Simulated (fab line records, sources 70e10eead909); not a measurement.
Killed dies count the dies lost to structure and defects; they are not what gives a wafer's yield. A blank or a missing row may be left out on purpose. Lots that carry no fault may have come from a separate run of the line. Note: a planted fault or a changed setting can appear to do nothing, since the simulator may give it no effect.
Matching of chambers | flow nand_harc | 3 sister chambers for NHARC_P_CONTACT_DEP_30 on pecvd-03
The step deposits SiNx, target thk 30 nm. 6 wafers are shown with their chamber, then 11 later ones without.

== EACH WAFER AND ITS CHAMBER ==
wafer  | chamber | heater_power_w (W)
L087.3 | 2       | 659
L088.1 | 2       | 647
L088.4 | 0       | 623
L090.4 | 0       | 701
L090.6 | 1       | 683
L089.2 | 1       | 682

== WAFERS WITH NO CHAMBER GIVEN ==
wafer  | heater_power_w (W)
L089.4 | 629
L089.5 | 622
L091.1 | 742
L091.2 | 555
L091.3 | 824
L092.1 | 741
L092.3 | 804
L092.4 | 739
L093.1 | 775
L093.4 | 767
L093.5 | 643

== THE CHAMBER EACH PASSED THROUGH ==
wafer  | from the rows above          | in truth
L089.4 | can't be placed: 2 or 0 or 1 | 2
L089.5 | can't be placed: 2 or 0 or 1 | 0
L091.1 | can't be placed: 1 or 0 or 2 | 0
L091.2 | can't be placed: 2 or 0 or 1 | 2
L091.3 | can't be placed: 1 or 0 or 2 | 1
L092.1 | can't be placed: 1 or 0 or 2 | 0
L092.3 | can't be placed: 1 or 0 or 2 | 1
L092.4 | can't be placed: 1 or 0 or 2 | 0
L093.1 | can't be placed: 1 or 0 or 2 | 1
L093.4 | can't be placed: 1 or 0 or 2 | 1
L093.5 | can't be placed: 2 or 0 or 1 | 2
Correctly placed: 0 of 11. These rows do not allow placing 11 (true chamber among the candidates in 11). 0 placed wrongly.
How it was worked out, from the rows above alone: a wafer's distance from a chamber is the root of the sum, over the readings, of the square of ((its reading less the chamber's mean) divided by the reading's scatter). The wafer belongs to the nearest chamber; if the next one is less than 2 further off, it can't be placed. For every chamber, the mean is computed from those of its wafers that are shown. The scatter is the square root of a quotient: the sum, over the shown wafers, of each reading's squared deviation from its chamber's mean, divided by wafers minus chambers.
